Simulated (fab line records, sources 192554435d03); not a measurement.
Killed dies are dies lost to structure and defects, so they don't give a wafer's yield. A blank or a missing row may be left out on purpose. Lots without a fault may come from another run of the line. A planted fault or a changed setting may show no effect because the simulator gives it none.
fab line records | flow n5_finfet | part 1 of 2: steps 1 to 20 of 27
record lots=5 wafers=15 last_day=20
route steps=1938 shown BEOL_M15@1782
lots that met no fault: from a run of the same line without faults
start_h: hours from the record's first day to the start of the lot's first wafer shown | wait_h: hours since the lot's step before | " the same as in the row above | L1.1+2: a row that stands for several wafers | - no value, or no start given | * or withheld: withheld | < > ~ a bound
route shown NAME@n: a module of which the file shows steps, and the number in the route of the first | usual: mean/standard deviation of fault-free wafers | same: alike in all rows | chamber/n: place in a boat | sites: the reading at each site | _std_site: their standard deviation | _edge_site: outer sites' mean less inner sites' | radius_mm: how far each site lies from the wafer's centre | mask NAME#n: copy n | behind: the tool/chamber that last shaped the wafer | hold: why the lot was held/for how many hours/how that ended | device: the transistor (n, p or np) that didn't switch | end of line: the same wafers' tests at the end of the route | a step without rows: its recipe alone | killed: dies lost to structure and defects at the first sort, not the wafer's yield | map: a wafer's dies, x killed, . not, _ none there
set.NAME: the setting as run; set.NAME@STEP: as run at that earlier step | model.NAME: the simulator's own value behind a step, which no gauge read
lots at some steps of the route; a table a step, a row a wafer
services: from which hour (start_h, from the record's first day; less than 0 if before it) a tool's chamber was out of use, for how many hours, and why
## steps
# step N5_BEOL_M15_HARDBAKE_14
# recipe temp_c=130 time_s=120
# usual plate_temp_C=130.04/0.14 resist_line_temp_C=23.01/0.11
# columns lot.wafer tool chamber start_h wait_h plate_temp_C resist_line_temp_C
L084.2 litho_track-05 0 - - 130.16 22.93
L084.4 " 0 " " 130.08 22.89
L084.6 " 0 " " 130.04 23.05
L085.1 litho_track-01 0 - - 130.19 22.94
L085.2 " 0 " " 130.03 23.19
L085.3 " 0 " " 130.08 22.77
L080.2 litho_track-05 0 - - 129.98 23.04
L080.3 " 0 " " 130.13 22.91
L080.5 " 0 " " 130.32 23.10
L090.2 litho_track-02 0 - - 130.11 22.86
L090.3 " 0 " " 130.10 22.83
L090.5 " 0 " " 130.24 22.73
L096.3 litho_track-02 0 - - 129.79 23.06
L096.5 " 0 " " 130.17 22.97
L096.6 " 0 " " 129.93 22.89
# step N5_BEOL_M15_CD_MEAS_10
# recipe target_cd_nm=360 landing_energy_ev=500 detector=se_inlens polarity=opening
# usual cd_nm=360.0/0.98
# same landing_energy_ev=500
# columns lot.wafer tool chamber start_h wait_h cd_nm
L084.2 cd_sem-01 0 378.04 - 360.3
L084.4 " 0 " " 361.3
L084.6 " 0 " " 359.3
L085.1 cd_sem-02 0 387.09 - 360.6
L085.2 " 0 " " 361.0
L085.3 " 0 " " 360.5
L080.2 cd_sem-01 0 387.42 - 359.4
L080.3 " 0 " " 361.3
L080.5 " 0 " " 359.7
L090.2 cd_sem-01 0 407.61 - 360.8
L090.3 " 0 " " 360.0
L090.5 " 0 " " 359.3
L096.3 cd_sem-01 0 461.42 - 362.4
L096.5 " 0 " " 360.9
L096.6 " 0 " " 361.4
# step N5_BEOL_M15_OVL_MEAS_11
# recipe points_per_wafer=44
# usual V14_OVL=-1/6.7
# columns lot.wafer tool chamber start_h wait_h V14_OVL[nm]
L084.2 overlay-02 0 378.07 0.0 -11
L084.4 " 0 " " -1
L084.6 " 0 " " -9
L085.1 overlay-02 0 387.12 0.0 -5
L085.2 " 0 " " 3
L085.3 " 0 " " 0
L080.2 overlay-01 0 387.45 0.0 0
L080.3 " 0 " " 0
L080.5 " 0 " " -2
L090.2 overlay-01 0 407.63 0.0 7
L090.3 " 0 " " 10
L090.5 " 0 " " 8
L096.3 overlay-01 0 461.44 0.0 9
L096.5 " 0 " " 10
L096.6 " 0 " " 6
# step N5_BEOL_M15_INSPECT_12
# recipe mode=adi inspect_instrument=macro
# usual raw_defect_count=2.2/1.4
# columns lot.wafer tool chamber start_h wait_h raw_defect_count
L084.2 defect_inspect-02 - 378.10 0.0 0
L084.4 " - " " 0
L084.6 " - " " 5
L085.1 defect_inspect-02 - 387.14 0.0 2
L085.2 " - " " 4
L085.3 " - " " 1
L080.2 defect_inspect-02 - 387.48 0.0 1
L080.3 " - " " 1
L080.5 " - " " 4
L090.2 defect_inspect-02 - 407.66 0.0 2
L090.3 " - " " 0
L090.5 " - " " 4
L096.3 defect_inspect-02 - 461.47 0.0 6
L096.5 " - " " 2
L096.6 " - " " 3
# step N5_BEOL_M15_DESCUM_15
# recipe chemistry=O2 time_s=7.9 source_power_w=50 bias_power_w=20 pressure_mtorr=20 rf_frequency_hz=2.712e+07 temp_c=40 o2_flow_sccm=225
# usual drypump_motor_current_A=5.6/0.34 oes_product_au=0.79/0.091 rf_vpp_V=243.0/1.5 showerhead_plenum_p_Torr=2.07/0.087 throttle_valve_pct=20.43/0.25
# columns lot.wafer tool chamber start_h wait_h drypump_motor_current_A oes_product_au rf_hours_counter_h rf_vpp_V showerhead_plenum_p_Torr throttle_valve_pct
L084.2 rie_diel-06 0 378.13 0.0 5.9 0.68 247 241.1 1.97 20.69
L084.4 " 2 " " 6.1 0.90 21 246.0 2.22 19.97
L084.6 " 0 " " 5.9 0.69 - 241.4 1.97 20.68
L085.1 rie_diel-06 1 387.21 0.1 5.6 0.83 73 241.6 2.03 20.53
L085.2 " 0 " " 5.9 0.68 249 241.8 1.97 20.69
L085.3 " 3 " " 5.6 0.95 13 243.3 2.04 20.50
L080.2 rie_diel-06 2 387.69 0.2 6.1 0.89 23 244.8 2.22 19.98
L080.3 " 0 " " 5.9 0.68 250 241.6 1.97 20.67
L080.5 " 1 " " 5.6 0.83 - 241.9 2.03 20.52
L090.2 rie_diel-02 3 407.69 0.0 5.2 0.74 174 240.0 1.91 20.43
L090.3 " 1 " " 5.8 0.85 58 244.5 2.12 20.32
L090.5 " 1 " " 5.8 0.84 - 243.8 2.12 20.33
L096.3 rie_diel-05 1 461.50 0.0 5.4 0.67 233 242.0 2.06 20.44
L096.5 " 0 " " 5.9 0.84 - 241.8 2.03 20.51
L096.6 " 1 " " 5.3 0.67 - 242.8 2.06 20.45
# step N5_BEOL_M15_ETCH_59
# recipe chemistry=N2/H2 target=BARC target_depth_a=890 overetch_a=267 time_s=67.9 ion_energy_ev=200 pressure_mtorr=30 source_w=840 bias_w=150 n2_flow_sccm=200 h2_flow_sccm=200
# usual drypump_motor_current_A=5.6/0.34 h2_flow_sccm=200.0/0.63 oes_product_au=0.68/0.076 rf_vpp_V=523.2/3 showerhead_plenum_p_Torr=2.52/0.11 throttle_valve_pct=17.95/0.26
# columns lot.wafer tool chamber start_h wait_h drypump_motor_current_A h2_flow_sccm oes_product_au rf_hours_counter_h rf_vpp_V showerhead_plenum_p_Torr throttle_valve_pct
L084.2 rie_diel-06 0 378.17 0.0 5.9 198.5 0.60 247 521.1 2.40 18.29
L084.4 " 2 " " 6.1 200.6 0.77 21 526.6 2.71 17.54
L084.6 " 0 " " 5.9 198.5 0.59 - 519.0 2.40 18.28
L085.1 rie_diel-06 1 387.25 0.0 5.6 200.3 0.71 73 523.4 2.47 18.05
L085.2 " 0 " " 5.9 200.5 0.59 249 520.7 2.40 18.28
L085.3 " 3 " " 5.7 200.4 0.81 13 522.6 2.49 17.97
L080.2 rie_diel-06 2 387.72 0.0 6.1 199.4 0.76 23 528.4 2.71 17.55
L080.3 " 0 " " 5.9 200.8 0.59 250 518.7 2.40 18.29
L080.5 " 1 " " 5.6 199.9 0.71 - 522.4 2.47 18.02
L090.2 rie_diel-02 3 407.73 0.0 5.2 199.4 0.63 174 517.5 2.32 17.87
L090.3 " 1 " " 5.8 199.4 0.72 58 525.5 2.58 17.86
L090.5 " 1 " " 5.8 200.4 0.73 - 524.2 2.58 17.85
L096.3 rie_diel-05 1 461.54 0.0 5.3 200.4 0.59 233 522.9 2.51 17.88
L096.5 " 0 " " 5.9 199.2 0.73 - 522.2 2.47 18.00
L096.6 " 1 " " 5.4 200.2 0.58 - 522.0 2.51 17.89
# step N5_BEOL_M15_VIA_ETCH_16
# recipe chemistry=C4F8/O2/Ar target=SiO2 he_inner_torr=15 he_outer_torr=30 target_depth_a=17922 time_s=withheld ion_energy_ev=800 pressure_mtorr=20 source_w=1905 bias_w=2040 Ar_flow_sccm=400 C4F8_flow_sccm=16 O2_flow_sccm=12 ends=cleared
# usual drypump_motor_current_A=5.6/0.34 oes_product_au=0.71/0.083 rf_vpp_V=2224/26 showerhead_plenum_p_Torr=3.41/0.13 throttle_valve_pct=30.92/0.27
# columns lot.wafer tool chamber start_h wait_h drypump_motor_current_A oes_product_au rf_vpp_V showerhead_plenum_p_Torr throttle_valve_pct
L084.2 rie_diel-06 0 378.22 0.0 5.9 0.62 2215 3.26 31.17
L084.4 " 2 " " 6.1 0.81 2248 3.64 30.53
L084.6 " 0 " " 5.9 0.62 2216 3.26 31.16
L085.1 rie_diel-06 1 387.30 0.0 5.6 0.76 2190 3.34 31.10
L085.2 " 0 " " 5.9 0.62 2217 3.26 31.15
L085.3 " 3 " " 5.7 0.86 2229 3.38 31.13
L080.2 rie_diel-06 2 387.77 0.0 6.1 0.81 2247 3.64 30.52
L080.3 " 0 " " 5.9 0.61 2216 3.26 31.14
L080.5 " 1 " " 5.6 0.75 2189 3.34 31.08
L090.2 rie_diel-02 3 407.78 0.0 5.1 0.67 2189 3.16 30.84
L090.3 " 1 " " 5.8 0.77 2223 3.49 30.92
L090.5 " 1 " " 5.8 0.77 2224 3.49 30.90
L096.3 rie_diel-05 1 461.59 0.0 5.4 0.62 2196 3.38 30.69
L096.5 " 0 " " 5.9 0.76 2250 3.36 31.15
L096.6 " 1 " " 5.4 0.61 2196 3.38 30.69
# step N5_BEOL_M15_STRIP_63
# recipe chemistry=O2 power_w=600 temp_c=60 pressure_mtorr=30 rf_frequency_hz=6e+07 bias_power_w=0 overash_fraction=0.3 o2_flow_sccm=225
# usual drypump_motor_current_A=5.6/0.34 oes_product_au=0.79/0.091 rf_vpp_V=3.6/0.7 showerhead_plenum_p_Torr=2.08/0.087 throttle_valve_pct=16.68/0.24
# columns lot.wafer tool chamber start_h wait_h drypump_motor_current_A oes_product_au rf_hours_counter_h rf_vpp_V showerhead_plenum_p_Torr throttle_valve_pct
L084.2 rie_diel-06 0 - - 5.9 0.68 247 3.6 1.97 16.96
L084.4 " 2 " " 6.1 0.89 21 3.6 2.22 16.22
L084.6 " 0 " " 5.9 0.69 - 2.7 1.97 16.95
L085.1 rie_diel-06 1 - - 5.6 0.83 73 3.0 2.03 16.72
L085.2 " 0 " " 5.9 0.68 250 4.1 1.97 16.99
L085.3 " 3 " " 5.7 0.95 13 3.3 2.04 16.70
L080.2 rie_diel-06 2 - - 6.0 0.89 24 3.0 2.22 16.23
L080.3 " 0 " " 5.9 0.68 250 3.4 1.97 16.98
L080.5 " 1 " " 5.6 0.84 - 4.6 2.03 16.73
L090.2 rie_diel-02 3 - - 5.2 0.74 174 3.0 1.91 16.72
L090.3 " 1 " " 5.8 0.84 59 2.9 2.13 16.54
L090.5 " 1 " " 5.8 0.84 - 3.4 2.13 16.54
L096.3 rie_diel-05 1 - - 5.4 0.68 233 2.4 2.07 16.71
L096.5 " 0 " " 5.8 0.84 - 3.5 2.04 16.71
L096.6 " 1 " " 5.3 0.69 - 3.5 2.07 16.72
# step N5_BEOL_M15_STRIP_64
# recipe chemistry=O2 power_w=600 temp_c=60 pressure_mtorr=30 rf_frequency_hz=6e+07 bias_power_w=0 overash_fraction=0.3 o2_flow_sccm=225
# usual drypump_motor_current_A=5.6/0.34 oes_product_au=0.79/0.09 rf_vpp_V=3.6/0.47 showerhead_plenum_p_Torr=2.08/0.087 throttle_valve_pct=16.68/0.24
# columns lot.wafer tool chamber start_h wait_h drypump_motor_current_A oes_product_au rf_hours_counter_h rf_vpp_V showerhead_plenum_p_Torr throttle_valve_pct
L084.2 rie_diel-06 0 - - 5.9 0.69 247 3.7 1.97 16.94
L084.4 " 2 " " 6.1 0.90 21 4.7 2.22 16.23
L084.6 " 0 " " 5.9 0.68 - 4.5 1.97 16.95
L085.1 rie_diel-06 1 - - 5.6 0.82 73 4.3 2.03 16.73
L085.2 " 0 " " 5.9 0.68 250 3.6 1.97 16.96
L085.3 " 3 " " 5.7 0.94 13 3.6 2.04 16.68
L080.2 rie_diel-06 2 - - 6.1 0.88 24 2.9 2.22 16.22
L080.3 " 0 " " 5.9 0.68 250 3.5 1.97 16.94
L080.5 " 1 " " 5.6 0.82 - 4.6 2.03 16.73
L090.2 rie_diel-02 3 - - 5.2 0.75 174 4.0 1.91 16.72
L090.3 " 1 " " 5.8 0.85 59 4.4 2.13 16.53
L090.5 " 1 " " 5.8 0.85 - 4.1 2.13 16.55
L096.3 rie_diel-05 1 - - 5.3 0.68 233 4.2 2.07 16.73
L096.5 " 0 " " 5.9 0.85 - 3.1 2.04 16.73
L096.6 " 1 " " 5.3 0.68 - 4.0 2.07 16.74
# step N5_BEOL_M15_STRIP_65
# recipe chemistry=post_etch_residue_remover time_s=60 temp_c=25 remover_ph=withheld remover_water_wt_pct=withheld remover_fluoride_wt_pct=withheld
# columns lot.wafer tool chamber start_h wait_h
L084.2+4+6 wet_bench-05 2,4,3 378.57 -
L085.1+2+3 wet_bench-05 6,3,2 387.65 -
L080.2+3+5 wet_bench-05 2,5,3 388.13 -
L090.2+3+5 wet_bench-06 4,7,0 408.13 -
L096.3+5+6 wet_bench-06 4,7,1 461.94 -
# step N5_BEOL_M15_SRD_66
# recipe time_s=30 temp_c=23 rinse_liquid=diw dry=n2_spin spin_rpm=1500 dry_time_s=30
# columns lot.wafer tool chamber start_h wait_h
L084.2+4+6 wet_bench-05 2,4,3 378.59 0.0
L085.1+2+3 wet_bench-05 6,3,2 387.67 0.0
L080.2+3+5 wet_bench-05 2,5,3 388.15 0.0
L090.2+3+5 wet_bench-06 4,7,0 408.15 0.0
L096.3+5+6 wet_bench-06 4,7,1 461.96 0.0
# step N5_BEOL_M15_CD_MEAS_17
# recipe target_cd_nm=360 polarity=opening
# usual cd_nm=361.3/1.1
# columns lot.wafer tool chamber start_h wait_h cd_nm
L084.2 cd_sem-02 - 378.63 0.0 361.0
L084.4 " - " " 360.7
L084.6 " - " " 359.8
L085.1 cd_sem-02 - 387.71 0.0 361.9
L085.2 " - " " 362.7
L085.3 " - " " 362.2
L080.2 cd_sem-03 - 388.19 0.0 361.8
L080.3 " - " " 362.9
L080.5 " - " " 361.1
L090.2 cd_sem-01 - 408.19 0.0 360.7
L090.3 " - " " 361.4
L090.5 " - " " 359.6
L096.3 cd_sem-01 - 462.00 0.0 363.7
L096.5 " - " " 361.7
L096.6 " - " " 362.8
# step N5_BEOL_M15_COAT_56
# recipe resist=SOC temp_c=250 time_s=60 spin_rpm=1500 resist_thk_nm=550
# usual plate_temp_C=250.02/0.17 resist_line_temp_C=23.01/0.11
# columns lot.wafer tool chamber start_h wait_h plate_temp_C resist_line_temp_C
L084.2 litho_track-05 0 378.67 0.0 250.19 22.97
L084.4 " 0 " " 250.37 23.14
L084.6 " 0 " " 250.30 23.09
L085.1 litho_track-05 0 387.75 0.0 249.78 23.03
L085.2 " 0 " " 249.82 23.08
L085.3 " 0 " " 249.80 22.96
L080.2 litho_track-05 0 388.23 0.0 249.80 22.98
L080.3 " 0 " " 249.86 22.96
L080.5 " 0 " " 250.22 22.98
L090.2 litho_track-01 0 408.23 0.0 250.11 23.05
L090.3 " 0 " " 250.09 22.92
L090.5 " 0 " " 249.92 22.92
L096.3 litho_track-05 0 462.04 0.0 250.05 23.03
L096.5 " 0 " " 250.02 23.06
L096.6 " 0 " " 250.13 23.02
# step N5_BEOL_M15_ETCH_57
# recipe chemistry=N2/H2 target=SOC source_w=3000 bias_w=350 time_s=750 ion_energy_ev=200 pressure_mtorr=30 n2_flow_sccm=200 h2_flow_sccm=200
# usual drypump_motor_current_A=5.6/0.34 h2_flow_sccm=200.0/0.63 oes_product_au=0.80/0.097 rf_vpp_V=523/3.2 showerhead_plenum_p_Torr=2.52/0.11 throttle_valve_pct=17.84/0.26
# columns lot.wafer tool chamber start_h wait_h drypump_motor_current_A h2_flow_sccm oes_product_au rf_hours_counter_h rf_vpp_V showerhead_plenum_p_Torr throttle_valve_pct
L084.2 rie_diel-02 3 378.73 - 5.2 199.5 0.76 161 517 2.33 17.75
L084.4 " 2 " " 6.1 200.2 0.72 197 527 2.63 17.62
L084.6 " 2 " " 6.1 199.6 0.72 - 525 2.63 17.62
L085.1 rie_diel-02 2 387.98 - 6.1 200.3 0.72 200 527 2.63 17.62
L085.2 " 3 " " 5.1 199.5 0.76 164 518 2.33 17.76
L085.3 " 0 " " 5.1 200.5 0.70 230 524 2.62 17.60
L080.2 rie_diel-02 3 388.45 - 5.1 200.1 0.75 165 518 2.33 17.74
L080.3 " 2 " " 6.1 199.7 0.72 201 526 2.63 17.62
L080.5 " 0 " " 5.1 199.8 0.70 - 526 2.62 17.60
L090.2 rie_diel-05 0 408.29 - 5.9 199.4 0.87 59 521 2.48 17.83
L090.3 " 1 " " 5.3 199.5 0.69 215 521 2.51 17.77
L090.5 " 2 " " 5.2 199.6 0.71 - 520 2.42 18.53
L096.3 rie_diel-05 1 462.10 - 5.4 198.9 0.68 233 522 2.51 17.79
L096.5 " 3 " " 5.7 200.8 0.84 - 525 2.58 17.94
L096.6 " 1 " " 5.3 199.9 0.68 - 525 2.51 17.77
# step N5_BEOL_M15_COAT_60
# recipe resist=BARC temp_c=205 time_s=60 spin_rpm=1500 resist_thk_nm=89
# usual plate_temp_C=204.99/0.16 resist_line_temp_C=23.03/0.11
# columns lot.wafer tool chamber start_h wait_h plate_temp_C resist_line_temp_C
L084.2 litho_track-02 0 379.23 0.3 204.71 23.19
L084.4 " 0 " " 205.22 23.15
L084.6 " 0 " " 204.85 23.20
L085.1 litho_track-05 0 388.48 0.3 205.25 22.92
L085.2 " 0 " " 205.00 23.12
L085.3 " 0 " " 205.26 22.90
L080.2 litho_track-05 0 388.96 0.3 204.92 23.03
L080.3 " 0 " " 205.09 22.89
L080.5 " 0 " " 204.84 23.03
L090.2 litho_track-05 0 408.79 0.3 204.99 22.85
L090.3 " 0 " " 205.02 22.99
L090.5 " 0 " " 204.87 22.93
L096.3 litho_track-02 0 462.60 0.3 204.77 22.94
L096.5 " 0 " " 204.83 23.11
L096.6 " 0 " " 204.91 23.07
# step N5_BEOL_M15_COAT_22
# recipe spin_rpm=1704 resist_thk_nm=800
# usual resist_line_temp_C=22.99/0.099
# columns lot.wafer tool chamber start_h wait_h resist_line_temp_C
L084.2 litho_track-02 0 - - 23.01
L084.4 " 0 " " 22.86
L084.6 " 0 " " 22.84
L085.1 litho_track-05 0 - - 22.92
L085.2 " 0 " " 22.81
L085.3 " 0 " " 23.06
L080.2 litho_track-05 0 - - 23.07
L080.3 " 0 " " 23.03
L080.5 " 0 " " 23.02
L090.2 litho_track-05 0 - - 23.07
L090.3 " 0 " " 22.97
L090.5 " 0 " " 23.27
L096.3 litho_track-02 0 - - 22.96
L096.5 " 0 " " 22.97
L096.6 " 0 " " 22.93
# step N5_BEOL_M15_EBR_24
# recipe solvent=PGMEA ebr_width_mm=1.5
# usual resist_line_temp_C=23.02/0.099
# columns lot.wafer tool chamber start_h wait_h resist_line_temp_C
L084.2 litho_track-02 0 - - 23.08
L084.4 " 0 " " 23.16
L084.6 " 0 " " 23.06
L085.1 litho_track-05 0 - - 22.89
L085.2 " 0 " " 22.97
L085.3 " 0 " " 22.85
L080.2 litho_track-05 0 - - 23.03
L080.3 " 0 " " 23.01
L080.5 " 0 " " 22.96
L090.2 litho_track-05 0 - - 22.95
L090.3 " 0 " " 22.89
L090.5 " 0 " " 22.96
L096.3 litho_track-02 0 - - 22.94
L096.5 " 0 " " 23.00
L096.6 " 0 " " 22.88
# step N5_BEOL_M15_SOFTBAKE_23
# recipe temp_c=130 time_s=60
# usual plate_temp_C=130.02/0.12 resist_line_temp_C=23.00/0.1
# columns lot.wafer tool chamber start_h wait_h plate_temp_C resist_line_temp_C
L084.2 litho_track-02 0 - - 130.09 23.12
L084.4 " 0 " " 129.84 23.09
L084.6 " 0 " " 130.08 23.03
L085.1 litho_track-05 0 - - 129.96 23.01
L085.2 " 0 " " 129.94 23.12
L085.3 " 0 " " 129.87 22.86
L080.2 litho_track-05 0 - - 130.12 23.02
L080.3 " 0 " " 130.07 22.93
L080.5 " 0 " " 130.04 23.06
L090.2 litho_track-05 0 - - 130.18 22.81
L090.3 " 0 " " 129.88 23.07
L090.5 " 0 " " 130.13 22.98
L096.3 litho_track-02 0 - - 130.06 22.98
L096.5 " 0 " " 130.13 23.00
L096.6 " 0 " " 130.02 22.98
# step N5_BEOL_M15_EXPOSE_25
# recipe mask_id=M15 na=0.8 source_shape=annular sigma_inner=0.5 sigma_outer=0.8 polarization=unpolarized target_cd_nm=400 dose_mj=35.5
# columns lot.wafer tool chamber start_h wait_h mask
L084.2+4+6 krf_scanner-01 0 379.46 - M15#0
L085.1+2+3 krf_scanner-01 0 388.58 - M15#0
L080.2+3+5 krf_scanner-01 0 389.06 - M15#0
L090.2+3+5 krf_scanner-02 0 408.90 - M15#0
L096.3+5+6 krf_scanner-01 0 462.84 - M15#0
# step N5_BEOL_M15_PEB_26
# recipe peb_temp_c=130 peb_time_s=90
# usual plate_temp_C=129.99/0.14 resist_line_temp_C=22.99/0.1
# columns lot.wafer tool chamber start_h wait_h plate_temp_C resist_line_temp_C
L084.2 litho_track-02 0 379.51 0.0 130.03 23.15
L084.4 " 0 " " 130.12 22.87
L084.6 " 0 " " 130.04 22.97
L085.1 litho_track-02 0 388.63 0.1 130.14 23.01
L085.2 " 0 " " 129.90 22.99
L085.3 " 0 " " 129.82 23.11
L080.2 litho_track-02 0 389.11 0.0 130.04 23.22
L080.3 " 0 " " 130.00 23.04
L080.5 " 0 " " 130.02 23.01
L090.2 litho_track-01 0 408.95 0.0 129.87 22.88
L090.3 " 0 " " 129.91 22.89
L090.5 " 0 " " 130.03 23.20
L096.3 litho_track-05 0 462.88 0.0 130.10 23.16
L096.5 " 0 " " 129.90 23.10
L096.6 " 0 " " 129.70 23.20
